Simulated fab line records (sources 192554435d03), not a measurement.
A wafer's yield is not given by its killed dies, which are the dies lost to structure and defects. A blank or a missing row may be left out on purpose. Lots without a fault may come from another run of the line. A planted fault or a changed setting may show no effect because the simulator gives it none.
The tool behind it: which one? | flow n5Finfet | 15 lots (45 wafers sampled), 1 step of a 1938-step route

== WHAT THE GAUGES READ, wafer by wafer ==
N5_HKMG_FIN_INSPECT_61: inspects for defects (macro). Usual: 2.0 for rawDefectCount, sd 1.4.
lot  | measured    | on               | rawDefectCount | flag
L294 | day 4 07:57 | defectInspect-01 | 2 3 1          | 
L295 | day 4 15:55 | defectInspect-02 | 3 1 1          | 
L297 | day 5 02:40 | defectInspect-02 | 1 1 2          | 
L298 | day 5 05:29 | defectInspect-02 | 3 2 3          | 
L299 | day 5 14:07 | defectInspect-01 | 2 0 3          | 
L300 | day 5 19:59 | defectInspect-01 | 2 1 3          | 
L301 | day 6 01:46 | defectInspect-02 | 5 1 1          | 
L303 | day 6 13:05 | defectInspect-01 | 1 0 3          | 
L305 | day 7 03:38 | defectInspect-02 | 0 2 4          | 
L306 | day 7 07:29 | defectInspect-01 | 6 1 3          | 
L307 | day 7 11:34 | defectInspect-01 | 1 4 3          | 
L308 | day 7 17:41 | defectInspect-01 | 3 2 2          | 
L314 | day 9 13:19 | defectInspect-01 | 3 1 1          | 
L315 | day 9 14:32 | defectInspect-01 | 3 3 2          | 
L316 | day 9 21:10 | defectInspect-02 | 3 2 0          | 

== TOOL THAT RAN EACH LOT (tool first, then ch and the chambers of the sampled wafers, then the start) ==
There is no process step in the record ahead of these readings.

== WHAT THE TOOLS THEMSELVES READ (means of the sampled wafers that have a number; where no wafer has one, the mark that the record gives instead) ==
The record holds no such reading with a usual standard deviation.

== THE ANSWER, worked out from the rows above alone ==
Rule: lot off if the mean of its wafers having a number is beyond 3 standard deviations from the usual mean. Also off: a lot with no number at a reading for which 4 or more lots have one. The other lots that the step has rows for count as sound. First the gauges in route order, then the tools' own readings, where a lot's mean is used as printed above. At the first step where some lot is off, the reading lying furthest off is the one used; lots without a number count as furthest.
Across all readings shown, no lot is off: no conclusion can be drawn from this.

== WHAT HAD BEEN PUT IN BY THE SIMULATOR ==
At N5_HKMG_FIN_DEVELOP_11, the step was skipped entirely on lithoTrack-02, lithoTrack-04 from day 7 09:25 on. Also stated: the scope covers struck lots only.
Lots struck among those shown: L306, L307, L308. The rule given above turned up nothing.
